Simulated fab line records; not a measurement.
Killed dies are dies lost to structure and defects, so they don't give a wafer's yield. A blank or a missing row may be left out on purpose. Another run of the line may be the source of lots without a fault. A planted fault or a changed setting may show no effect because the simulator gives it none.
Struck lot and sound lot, side by side | flow n5 finfet | 37 out of 1938 route steps
Sound: these wafers, L830.1, L830.2, L830.5. Struck: wafers L841.3, L841.5 (left out: L841.1, a lot-mate that was not struck); the cause follows at the end.
Per side, at each step with rows, come the tool, then ch with its chambers, and then its first start. Under that, the readings that differ: sound wafers | struck wafers | difference of the means | sigmas: that difference in standard deviations of wafers without a fault.
alike: same words and numbers on both sides, and readings whose means sit less than 2 such deviations apart. not compared: any withheld reading, any reading some wafer has no value for, any bound like >300 that may hide the same value, and any number with overlapping values for which the record gives no deviation.
A row with sigmas, a row that says differs or no value, or rows on one side alone: a step with any of these is where the two part. Numbers that have no deviation but don't overlap get no sigmas and don't part them. A reading missing from all wafers of one side parts the sides only when that side holds two or more wafers.

first, 9 steps without rows for these wafers: N5_PMOS_HMC_CHANNEL_EPI_HM_DEP_34 (deposits SiO2 from TEOS/O2, target thk 36 nm, time 6.9 s); N5_PMOS_HMC_CHANNEL_EPI_COAT_31 (time 60 s, resist thk 66 nm); N5_PMOS_HMC_CHANNEL_EPI_COAT_03 (resist thk 205 nm); N5_PMOS_HMC_CHANNEL_EPI_EBR_05; N5_PMOS_HMC_CHANNEL_EPI_SOFTBAKE_04 (time 60 s); N5_PMOS_HMC_CHANNEL_EPI_EXPOSE_06 (exposes mask PMOS HMC BLK, target cd 240 nm); N5_PMOS_HMC_CHANNEL_EPI_PEB_07 (peb time 60 s); N5_PMOS_HMC_CHANNEL_EPI_DEVELOP_08 (develop time 30 s); N5_PMOS_HMC_CHANNEL_EPI_DESCUM_14 (chemistry O2, time 7.9 s).
N5_PMOS_HMC_CHANNEL_EPI_ETCH_32: etches BARC in N2/H2, stops on SiO2, target depth 85.8 nm, time 50.3 s.
  sound on rie diel-03 ch 0,2, day 2 11:13; struck on rie diel-02 ch 1,2, day 5 05:48
  reading                                                         | sound             | struck      | difference | sigmas
  model.CAR-ArF-block_of_PMOS_HMC_CHANNEL_EPI_COAT_03.thk nm (nm) | 131.9 133.7 131.4 | 151.1 152.4 | +19.4      |
  model.etch.depth nm (nm)                                        | 65.83 65.58 65.95 | 62.3 60.13  | -4.6       |
  model.PMOS_HMC_CHANNEL_EPI.cd nm (nm)                           | 240.4 239.4 240.8 | 236.9 235.6 | -4.0       |
  alike: drypump motor current A, oes product au, rf fwd power W, rf vpp V, showerhead plenum p Torr, throttle valve pct
  not compared: rf hours counter h
N5_PMOS_HMC_CHANNEL_EPI_HM_OPEN_15: chemistry CHF3/O2, target SiO2, target depth 40.6 nm, time 20.3 s.
  sound on rie diel-03 ch 0,2, day 2 11:15; struck on rie diel-02 ch 1,2, day 5 05:50
  reading                                                         | sound             | struck      | difference | sigmas
  model.CAR-ArF-block_of_PMOS_HMC_CHANNEL_EPI_COAT_03.thk nm (nm) | 90.71 94.01 90.19 | 109.9 110.1 | +18.4      |
  alike: drypump motor current A, oes product au, rf fwd power W, rf vpp V, showerhead plenum p Torr, throttle valve pct
  not compared: rf hours counter h
then, 3 steps without rows for these wafers: N5_PMOS_HMC_CHANNEL_EPI_STRIP_33 (strips in N2/H2); N5_PMOS_HMC_CHANNEL_EPI_STRIP_17 (strips in SPM, time 750 s); N5_PMOS_HMC_CHANNEL_EPI_ETCH_38 (etches SiO2 in CF4, target depth 1.5 nm).
N5_PMOS_HMC_CHANNEL_EPI_FIN_RECESS_16: chemistry HBr/Cl2, target Si, target depth 54 nm, time 18 s.
  sound on rie si-01 ch 1,2,3, day 2 11:38; struck on rie si-05 ch 1,2, day 5 06:14
  reading                               | sound             | struck      | difference | sigmas
  model.PMOS_HMC_CHANNEL_EPI.cd nm (nm) | 240.3 239.5 240.8 | 237.1 235.6 | -3.9       |
  alike: HBr_flow_sccm, drypump motor current A, oes product au, rf fwd power W, throttle valve pct
  not compared: rf hours counter h
then, 20 steps without rows for these wafers: N5_PMOS_HMC_CHANNEL_EPI_PRECLEAN_36 (cleans in O3/DIW, time 45 s); N5_PMOS_HMC_CHANNEL_EPI_PRECLEAN_18 (cleans in DHF, time 30 s); N5_PMOS_HMC_CHANNEL_EPI_SRD_19 (time 30 s); N5_PMOS_HMC_CHANNEL_EPI_EPI_20 (deposits SiGe30, target thk 59 nm); N5_PMOS_HMC_CHANNEL_EPI_HM_STRIP_35 (strips SiO2 in dHF, material SiO2, target depth 39.6 nm, time 216 s); N5_PMOS_HMC_CHANNEL_EPI_SRD_39 (time 30 s); N5_PMOS_HMC_CHANNEL_EPI_CMP_21 (polishes SiGe30, target thk 54 nm); N5_PMOS_HMC_CHANNEL_EPI_PRECLEAN_40 (cleans in DHF, time 30 s); N5_PMOS_HMC_CHANNEL_EPI_PRECLEAN_37 (cleans in O3/DIW, time 45 s); N5_PMOS_HMC_CHANNEL_EPI_PRECLEAN_24 (cleans in DHF, time 30 s); N5_PMOS_HMC_CHANNEL_EPI_SRD_25 (time 30 s); N5_PMOS_HMC_CHANNEL_EPI_EPI_26 (deposits Si from SiH4/H2, target thk 3.8 nm, time 22.7 s); N5_FIN_SAQP_PRECLEAN_42 (cleans in O3/DIW, time 60 s); N5_FIN_SAQP_PRECLEAN_00 (cleans in SC1, time 60 s); N5_FIN_SAQP_PRECLEAN_44 (cleans in SC2, time 45 s); N5_FIN_SAQP_SRD_01 (time 30 s); N5_FIN_SAQP_ALD_61 (deposits SiO2, target thk 4 nm, pulse time 1 s, purge time 2 s); N5_FIN_SAQP_DENSIFY_62 (time 60 s); N5_FIN_SAQP_HM_DEP_03 (deposits SiNx from SiH4/NH3/N2, target thk 38 nm, time 33.6 s); N5_FIN_SAQP_PECVD_47 (deposits a-Si from SiH4/He, target thk 45 nm, time 36.3 s).
-- the record jumps here: 6 days lie between the struck wafers' starts before and after (it left off in module FIN_SAQP and takes up again in module BEOL_M4, whose first step shown is number 1111 of the route) --
N5_BEOL_M4_RC_MEAS_101:
  sound on prober-02 ch 0, day 9 02:06; struck on prober-02 ch 0, day 11 07:19
  alike: DIBL_N, DIBL_P, IOFF_N, IOFF_P, ION_N, ION_P, SS_N, SS_P, VT_N, VT_P
-- record jumps: 5 days separate the struck wafers' starts on either side; left off in module BEOL_M4, taken up again in module PASSIVATION, whose first shown step is the route's number 1936 --
N5_PASSIVATION_PROBE_49:
  only the struck wafers here have rows in the record (prober-02, day 15 23:41); the sound ones have none

WHERE THEY PART
Only at N5_PASSIVATION_PROBE_49, as far as this record shows.

WHY: what the simulator had put in
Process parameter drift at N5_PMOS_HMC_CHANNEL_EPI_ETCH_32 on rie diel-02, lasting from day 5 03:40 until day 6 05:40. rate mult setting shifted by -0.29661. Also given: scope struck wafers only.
